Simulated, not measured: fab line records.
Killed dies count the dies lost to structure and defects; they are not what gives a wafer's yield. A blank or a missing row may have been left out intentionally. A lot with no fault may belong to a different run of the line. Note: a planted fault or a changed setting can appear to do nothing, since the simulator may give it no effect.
8D (eight disciplines) problem report, filled in by code | flow n5Finfet | the parts of the form that need people (team, actions taken, sign-off) are left out

== 1. PROBLEM STATEMENT ==
Wafers free of any fault read 0.2 nm (standard deviation 0.69) for M0_CORE_OVL at N5_BEOL_M0_SAQP_OVL_MEAS_15, against a mean of 13.3 nm on 6 wafers of 2 lots. That is +19 standard deviations from the usual mean.
Earliest sighting: wafer L243.3 on overlay-02 at day 9 07:04. The record holds 27 wafers of 9 lots with a number at this step. The rule behind "out" and "out of limits": a value lying over 4 standard deviations away from the usual mean. The other wafers with a number count as sound.

== 2. WHAT THIS IS AND IS NOT ==
question                    | is                     | is not
which readings at this step | M0_CORE_OVL            | -
which lots                  | L243, L244             | L230, L232, L234, L235, L247, L248, L249
which wafers of those lots  | all that have a number | -
read on which gauges        | overlay-01, overlay-02 | -
when                        | from day 9 07:04       | up to then (12 sound wafers); but 9 sound wafers of L247, L248, L249 came after

== 3. WHAT RULES OUT EACH SUSPECT ==
Counting: a tool at a process step up to the reading stays a suspect if it ran every lot that is out and no sound lot after the first of them.
- ruled out: the gauge at N5_BEOL_M0_SAQP_OVL_MEAS_15. 2 gauges (overlay-01, overlay-02) read the wafers that are out.
- cmp-02 at N5_MOL_CONTACT_COAG_CMP_52 (polishes, stops on SiO2, t overpolish 1.5 s, target thk 66.5 nm): kept. It ran every lot that is out, first L243 (day 9 00:16), and no sound lot after that.
- arfiScanner-02 at N5_BEOL_M0_SAQP_EXPOSE_11 (exposes mask M0 CORE, target cd 42 nm): kept. Every lot that is out went through it, starting with L243 (day 9 06:55), and after that it ran no sound lot; the last sound lot it ran before then is L232 (day 6 04:07).
Remaining after the count are cmp-02 at N5_MOL_CONTACT_COAG_CMP_52 and arfiScanner-02 at N5_BEOL_M0_SAQP_EXPOSE_11.

== 4. THE CAUSE (what the simulator had put in) ==
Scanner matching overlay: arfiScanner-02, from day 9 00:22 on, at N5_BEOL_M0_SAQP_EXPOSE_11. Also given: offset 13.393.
Counting leaves 2 suspects; this tool is one of them.

== 5. SEQUENCE OF EFFECTS, ordered by route ==
One row per reading whose mean, taken over the struck wafers that have a number, lies over 3 standard deviations from the usual. Only readings for which the record gives a usual standard deviation are gone through. hours: the time from each lot's start at the first step in this table that gives one to its start at this step, as a median over the lots. sigmas: the change in usual standard deviations.
hours | step                        | reading     | usual  | on struck wafers | change | sigmas
0     | N5_BEOL_M0_SAQP_OVL_MEAS_15 | M0_CORE_OVL | 0.2 nm | 13.3             | +13.2  | +19
At these later measuring or inspecting steps, every struck wafer for which the step has a row has a number for every such reading, and none has moved that far: N5_BEOL_M0_SAQP_INSPECT_16, N5_BEOL_M4_RC_MEAS_101.

== 6. WHAT WOULD HAVE CAUGHT IT SOONER ==
The first out-of-limits reading at a measuring or inspecting step in this record came at day 9 07:04, 7 hours after the fault's start at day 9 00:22.
Tool readings at N5_BEOL_M0_SAQP_EXPOSE_11 with a usual standard deviation given in the record: none out on any struck wafer, hence no alarm at a limit of 4 standard deviations on them.
L244, from the lots that are out (2), started N5_BEOL_M0_SAQP_EXPOSE_11 on arfiScanner-02 later than day 9 07:04. Holding the tool at that time would have saved it.
